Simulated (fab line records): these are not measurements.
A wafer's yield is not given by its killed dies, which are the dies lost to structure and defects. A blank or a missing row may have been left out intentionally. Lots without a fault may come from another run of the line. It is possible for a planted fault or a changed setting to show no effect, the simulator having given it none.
What tool caused it? / flow n5 finfet / Sampling: 9 lots, 27 wafers, 5 of 1938 route steps

## WHAT EACH GAUGE READ, for each wafer
N5_BEOL_M4_RC_MEAS_101. Usual: DIBL_N 36.5 mV/V, standard deviation 1.9; DIBL_P 36.7 mV/V, standard deviation 2.1; IOFF_N 0.17 nA/um, standard deviation 0.035; IOFF_P 0.22 nA/um, standard deviation 0.042; ION_N 676 uA/um, standard deviation 10; ION_P 462 uA/um, standard deviation 8.1; SS_N 71.5 mV/dec, standard deviation 0.72; SS_P 73.4 mV/dec, standard deviation 0.7; VT_N 249 mV, standard deviation 3.1; VT_P -250 mV, standard deviation 3.9.
lot=L661; measured=day 7 19:36; on=prober-01; DIBL_N (mV/V)=34.5 34.9 33.1; DIBL_P (mV/V)=32.9 34.7 31.6; IOFF_N (nA/um)=0.12 0.14 0.10; IOFF_P (nA/um)=0.18 0.21 0.16; ION_N (uA/um)=675 687 660; ION_P (uA/um)=460 476 457; SS_N (mV/dec)=70.9 71.1 70.9; SS_P (mV/dec)=72.8 73.2 72.6; VT_N (mV)=253 248 257; VT_P (mV)=-251 -250 -252; flag=
lot=L662; measured=day 8 12:59; on=prober-02; DIBL_N (mV/V)=38.3 38.4 36.6; DIBL_P (mV/V)=40.1 40.2 36.9; IOFF_N (nA/um)=0.21 0.22 0.18; IOFF_P (nA/um)=0.31 0.31 0.25; ION_N (uA/um)=678 695 681; ION_P (uA/um)=466 481 471; SS_N (mV/dec)=72.6 71.9 72.8; SS_P (mV/dec)=74.4 74.1 73.3; VT_N (mV)=250 245 249; VT_P (mV)=-246 -244 -246; flag=
lot=L665; measured=day 9 01:49; on=prober-02; DIBL_N (mV/V)=38.4 35.4 36.1; DIBL_P (mV/V)=38.6 36.4 35.7; IOFF_N (nA/um)=0.18 0.14 0.14; IOFF_P (nA/um)=0.23 0.21 0.20; ION_N (uA/um)=680 681 662; ION_P (uA/um)=461 466 459; SS_N (mV/dec)=72.2 71.0 72.2; SS_P (mV/dec)=74.0 73.9 73.5; VT_N (mV)=251 251 252; VT_P (mV)=-250 -249 -251; flag=
lot=L669; measured=day 10 08:01; on=prober-01; DIBL_N (mV/V)=33.4 35.6 37.1; DIBL_P (mV/V)=35.3 37.7 40.5; IOFF_N (nA/um)=0.13 0.16 0.20; IOFF_P (nA/um)=0.17 0.20 0.24; ION_N (uA/um)=680 678 681; ION_P (uA/um)=463 461 459; SS_N (mV/dec)=70.1 71.2 71.7; SS_P (mV/dec)=73.0 73.7 73.8; VT_N (mV)=252 251 249; VT_P (mV)=-253 -251 -250; flag=
lot=L671; measured=day 11 12:39; on=prober-02; DIBL_N (mV/V)=38.4 37.8 36.4; DIBL_P (mV/V)=38.8 37.0 36.2; IOFF_N (nA/um)=0.21 0.19 0.17; IOFF_P (nA/um)=0.24 0.21 0.20; ION_N (uA/um)=694 676 681; ION_P (uA/um)=467 456 457; SS_N (mV/dec)=71.6 72.2 70.9; SS_P (mV/dec)=74.4 74.3 73.6; VT_N (mV)=242 245 245; VT_P (mV)=-249 -253 -250; flag=
lot=L675; measured=day 11 17:02; on=prober-02; DIBL_N (mV/V)=37.9 36.5 36.5; DIBL_P (mV/V)=37.9 35.3 36.1; IOFF_N (nA/um)=0.18 0.16 0.15; IOFF_P (nA/um)=0.20 0.17 0.18; ION_N (uA/um)=678 671 669; ION_P (uA/um)=456 451 456; SS_N (mV/dec)=70.9 71.8 71.2; SS_P (mV/dec)=73.9 73.2 73.0; VT_N (mV)=248 251 251; VT_P (mV)=-254 -254 -254; flag=
lot=L681; measured=day 14 08:50; on=prober-01; DIBL_N (mV/V)=34.6 37.0 34.2; DIBL_P (mV/V)=35.7 39.9 35.9; IOFF_N (nA/um)=0.15 0.18 0.14; IOFF_P (nA/um)=0.19 0.25 0.18; ION_N (uA/um)=670 675 670; ION_P (uA/um)=457 459 455; SS_N (mV/dec)=71.2 71.9 71.0; SS_P (mV/dec)=73.1 74.6 73.3; VT_N (mV)=249 247 249; VT_P (mV)=-254 -252 -256; flag=
lot=L683; measured=day 14 12:44; on=prober-02; DIBL_N (mV/V)=36.1 35.7 38.8; DIBL_P (mV/V)=34.6 35.6 38.9; IOFF_N (nA/um)=0.13 0.14 0.19; IOFF_P (nA/um)=0.18 0.19 0.25; ION_N (uA/um)=657 662 676; ION_P (uA/um)=454 455 463; SS_N (mV/dec)=71.0 71.3 71.8; SS_P (mV/dec)=72.7 73.0 73.1; VT_N (mV)=252 252 246; VT_P (mV)=-253 -253 -247; flag=
lot=L684; measured=day 15 12:26; on=prober-01; DIBL_N (mV/V)=35.8 37.7 35.5; DIBL_P (mV/V)=36.4 38.7 36.3; IOFF_N (nA/um)=0.18 0.19 0.16; IOFF_P (nA/um)=0.24 0.26 0.23; ION_N (uA/um)=683 674 682; ION_P (uA/um)=470 460 472; SS_N (mV/dec)=71.4 72.8 71.3; SS_P (mV/dec)=73.4 73.5 73.2; VT_N (mV)=247 246 249; VT_P (mV)=-247 -248 -247; flag=

N5_BEOL_M9_THK_MEAS_01. Usual: M9_ILD_THK gives 267 nm (standard deviation 3.2).
lot=L661; measured=day 9 15:31; on=film metro-02; M9_ILD_THK (nm)=267 276 270; flag=
lot=L662; measured=day 10 19:17; on=film metro-01; M9_ILD_THK (nm)=268 270 270; flag=
lot=L665; measured=day 11 01:37; on=film metro-02; M9_ILD_THK (nm)=263 268 269; flag=
lot=L669; measured=day 12 03:01; on=film metro-01; M9_ILD_THK (nm)=269 270 269; flag=
lot=L671; measured=day 13 09:25; on=film metro-01; M9_ILD_THK (nm)=263 272 269; flag=
lot=L675; measured=day 13 14:39; on=film metro-02; M9_ILD_THK (nm)=267 267 267; flag=
lot=L681; measured=day 16 01:04; on=film metro-01; M9_ILD_THK (nm)=383 271 272; flag=OFF
lot=L683; measured=day 16 01:32; on=film metro-01; M9_ILD_THK (nm)=263 265 385; flag=OFF
lot=L684; measured=day 16 19:23; on=film metro-02; M9_ILD_THK (nm)=267 270 271; flag=

## WHICH TOOL RAN EACH LOT (tool, then ch and the chambers of the sampled wafers, then the start)
lot=L661; N5_BEOL_M8_ETCH_66=rie diel-06 ch 0,3, day 9 10:29; N5_BEOL_M8_CURE_75=uv cure-03 ch 2, day 9 11:17; N5_BEOL_M9_ILD_DEP_00=pecvd-01 ch 0,1, day 9 14:51
lot=L662; N5_BEOL_M8_ETCH_66=rie diel-02 ch 1,3, day 10 12:57; N5_BEOL_M8_CURE_75=uv cure-03 ch 2, day 10 13:49; N5_BEOL_M9_ILD_DEP_00=pecvd-01 ch 1,2, day 10 18:01
lot=L665; N5_BEOL_M8_ETCH_66=rie diel-01 ch 0,1, day 10 22:01; N5_BEOL_M8_CURE_75=uv cure-02 ch 2, day 10 22:37; N5_BEOL_M9_ILD_DEP_00=pecvd-03 ch 0,2, day 11 01:01
lot=L669; N5_BEOL_M8_ETCH_66=rie diel-02 ch 0,1,2, day 11 23:21; N5_BEOL_M8_CURE_75=uv cure-03 ch 2, day 11 23:54; N5_BEOL_M9_ILD_DEP_00=pecvd-04 ch 0,2, day 12 02:26
lot=L671; N5_BEOL_M8_ETCH_66=rie diel-06 ch 1,2,3, day 13 04:52; N5_BEOL_M8_CURE_75=uv cure-03 ch 2, day 13 06:11; N5_BEOL_M9_ILD_DEP_00=pecvd-04 ch 0,2, day 13 08:20
lot=L675; N5_BEOL_M8_ETCH_66=rie diel-01 ch 0,1,3, day 13 10:56; N5_BEOL_M8_CURE_75=uv cure-02 ch 2, day 13 11:32; N5_BEOL_M9_ILD_DEP_00=pecvd-04 ch 0,1, day 13 13:35
lot=L681; N5_BEOL_M8_ETCH_66=rie diel-02 ch 0,3, day 15 21:43; N5_BEOL_M8_CURE_75=uv cure-03 ch 0, day 15 22:22; N5_BEOL_M9_ILD_DEP_00=pecvd-01 ch 0,1,2, day 16 00:28
lot=L683; N5_BEOL_M8_ETCH_66=rie diel-01 ch 0,2,3, day 15 22:05; N5_BEOL_M8_CURE_75=uv cure-01 ch 1, day 15 22:37; N5_BEOL_M9_ILD_DEP_00=pecvd-01 ch 0,1,2, day 16 00:55
lot=L684; N5_BEOL_M8_ETCH_66=rie diel-06 ch 0,1,3, day 16 15:58; N5_BEOL_M8_CURE_75=uv cure-01 ch 2, day 16 16:36; N5_BEOL_M9_ILD_DEP_00=pecvd-03 ch 0,1,2, day 16 18:48
- N5_BEOL_M8_ETCH_66: etches SOC in N2/H2, target depth 80 nm, overetch 16 nm, time 120 s.
- N5_BEOL_M8_CURE_75: cures SiCOH lowk, time 120 s.
- N5_BEOL_M9_ILD_DEP_00: deposits SiCOH lowk from DEMS/porogen, target thk 308.51 nm, time 58 s.

## AS READ BY THE TOOLS THEMSELVES (means over the sampled wafers that have a number; for cases with no such wafer, the mark the record gives instead)
N5_BEOL_M8_ETCH_66. Usual: drypump motor current A 5.6 A, standard deviation 0.32; oes product au 0.58 a.u., standard deviation 0.048; rf vpp V 523.3 V, standard deviation 2.1; showerhead plenum p Torr 2.53 Torr, standard deviation 0.07; throttle valve pct 17.98 %, standard deviation 0.23.
lot=L661; tool=rie diel-06; drypump motor current A (A)=5.7; oes product au (a.u.)=0.56; rf vpp V (V)=522.4; showerhead plenum p Torr (Torr)=2.50; throttle valve pct (%)=18.09; flag=
lot=L662; tool=rie diel-02; drypump motor current A (A)=5.2; oes product au (a.u.)=0.56; rf vpp V (V)=525.4; showerhead plenum p Torr (Torr)=2.61; throttle valve pct (%)=18.23; flag=
lot=L665; tool=rie diel-01; drypump motor current A (A)=5.7; oes product au (a.u.)=0.65; rf vpp V (V)=525.2; showerhead plenum p Torr (Torr)=2.57; throttle valve pct (%)=17.69; flag=
lot=L669; tool=rie diel-02; drypump motor current A (A)=5.6; oes product au (a.u.)=0.56; rf vpp V (V)=520.5; showerhead plenum p Torr (Torr)=2.45; throttle valve pct (%)=17.98; flag=
lot=L671; tool=rie diel-06; drypump motor current A (A)=5.4; oes product au (a.u.)=0.59; rf vpp V (V)=522.2; showerhead plenum p Torr (Torr)=2.51; throttle valve pct (%)=17.90; flag=
lot=L675; tool=rie diel-01; drypump motor current A (A)=5.8; oes product au (a.u.)=0.60; rf vpp V (V)=524.1; showerhead plenum p Torr (Torr)=2.54; throttle valve pct (%)=17.87; flag=
lot=L681; tool=rie diel-02; drypump motor current A (A)=5.4; oes product au (a.u.)=0.54; rf vpp V (V)=524.0; showerhead plenum p Torr (Torr)=2.55; throttle valve pct (%)=18.28; flag=
lot=L683; tool=rie diel-01; drypump motor current A (A)=5.7; oes product au (a.u.)=0.56; rf vpp V (V)=522.6; showerhead plenum p Torr (Torr)=2.53; throttle valve pct (%)=18.08; flag=
lot=L684; tool=rie diel-06; drypump motor current A (A)=5.4; oes product au (a.u.)=0.64; rf vpp V (V)=522.1; showerhead plenum p Torr (Torr)=2.49; throttle valve pct (%)=17.85; flag=

N5_BEOL_M8_CURE_75. Usual: lamp power pct 52.31 %, standard deviation 0.051; wafer_temp_C_max 371.4, standard deviation 0.45.
lot=L661; tool=uv cure-03; lamp power pct (%)=52.29; wafer_temp_C_max=371.3; flag=
lot=L662; tool=uv cure-03; lamp power pct (%)=52.35; wafer_temp_C_max=371.2; flag=
lot=L665; tool=uv cure-02; lamp power pct (%)=52.32; wafer_temp_C_max=370.9; flag=
lot=L669; tool=uv cure-03; lamp power pct (%)=52.34; wafer_temp_C_max=371.5; flag=
lot=L671; tool=uv cure-03; lamp power pct (%)=52.32; wafer_temp_C_max=371.5; flag=
lot=L675; tool=uv cure-02; lamp power pct (%)=52.32; wafer_temp_C_max=371.1; flag=
lot=L681; tool=uv cure-03; lamp power pct (%)=52.32; wafer_temp_C_max=371.8; flag=
lot=L683; tool=uv cure-01; lamp power pct (%)=52.37; wafer_temp_C_max=371.2; flag=
lot=L684; tool=uv cure-01; lamp power pct (%)=52.26; wafer_temp_C_max=371.7; flag=

N5_BEOL_M9_ILD_DEP_00. Usual: heater power w 290 W, standard deviation 36; run length s 101.1 s, standard deviation 0.54; showerhead plenum p Torr 5.742 Torr, standard deviation 0.015; throttle valve pct 13.8 %, standard deviation 0.72.
lot=L661; tool=pecvd-01; heater power w (W)=332; run length s (s)=101.0; showerhead plenum p Torr (Torr)=5.748; throttle valve pct (%)=14.3; flag=
lot=L662; tool=pecvd-01; heater power w (W)=296; run length s (s)=100.5; showerhead plenum p Torr (Torr)=5.739; throttle valve pct (%)=14.4; flag=
lot=L665; tool=pecvd-03; heater power w (W)=285; run length s (s)=100.9; showerhead plenum p Torr (Torr)=5.742; throttle valve pct (%)=13.4; flag=
lot=L669; tool=pecvd-04; heater power w (W)=234; run length s (s)=100.6; showerhead plenum p Torr (Torr)=5.730; throttle valve pct (%)=13.0; flag=
lot=L671; tool=pecvd-04; heater power w (W)=229; run length s (s)=100.7; showerhead plenum p Torr (Torr)=5.731; throttle valve pct (%)=13.2; flag=
lot=L675; tool=pecvd-04; heater power w (W)=315; run length s (s)=101.3; showerhead plenum p Torr (Torr)=5.718; throttle valve pct (%)=14.1; flag=
lot=L681; tool=pecvd-01; heater power w (W)=306; run length s (s)=108.9; showerhead plenum p Torr (Torr)=5.744; throttle valve pct (%)=14.1; flag=OFF
lot=L683; tool=pecvd-01; heater power w (W)=295; run length s (s)=109.4; showerhead plenum p Torr (Torr)=5.744; throttle valve pct (%)=14.1; flag=OFF
lot=L684; tool=pecvd-03; heater power w (W)=277; run length s (s)=101.4; showerhead plenum p Torr (Torr)=5.760; throttle valve pct (%)=13.6; flag=

## THE ANSWER, worked out from the rows above alone
Rule: a lot is off if the mean of its wafers that have a number lies more than 3 standard deviations from the usual mean. Also off: a lot with no number at a reading for which 4 or more lots have one. All remaining lots with rows at the step are treated as sound. After the gauges, taken in route order, come the tools' own readings; for these a lot's mean is taken, as printed above. At the first step where some lot is off, the reading lying furthest off is the one used; lots without a number count as furthest.
Off: L681, L683, seen at N5_BEOL_M9_THK_MEAS_01 (M9_ILD_THK).
A tool fits if, at a process step before that reading, it ran every lot that is off, and no sound lot after the first of them. Not tried: the gauges at N5_BEOL_M9_THK_MEAS_01; whatever is off there is also off at N5_BEOL_M9_ILD_DEP_00, on other tools, and gauge error can't account for it. One fits: pecvd-01 at N5_BEOL_M9_ILD_DEP_00. Its last sound lot is L662 (day 10 18:01), its first lot that is off L681 (day 16 00:28): a fault that began between those two fits.
The tool's own readings at N5_BEOL_M9_ILD_DEP_00 bear it out: on the lots that are off they differ by more than 5 times the standard deviation of the sound lots' means. run length s reads 109.2 s there against 100.9 s on the sound lots.

## WHAT WAS PUT IN BY THE SIMULATOR
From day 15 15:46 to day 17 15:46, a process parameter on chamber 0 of pecvd-01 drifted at N5_BEOL_M9_ILD_DEP_00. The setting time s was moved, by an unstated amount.
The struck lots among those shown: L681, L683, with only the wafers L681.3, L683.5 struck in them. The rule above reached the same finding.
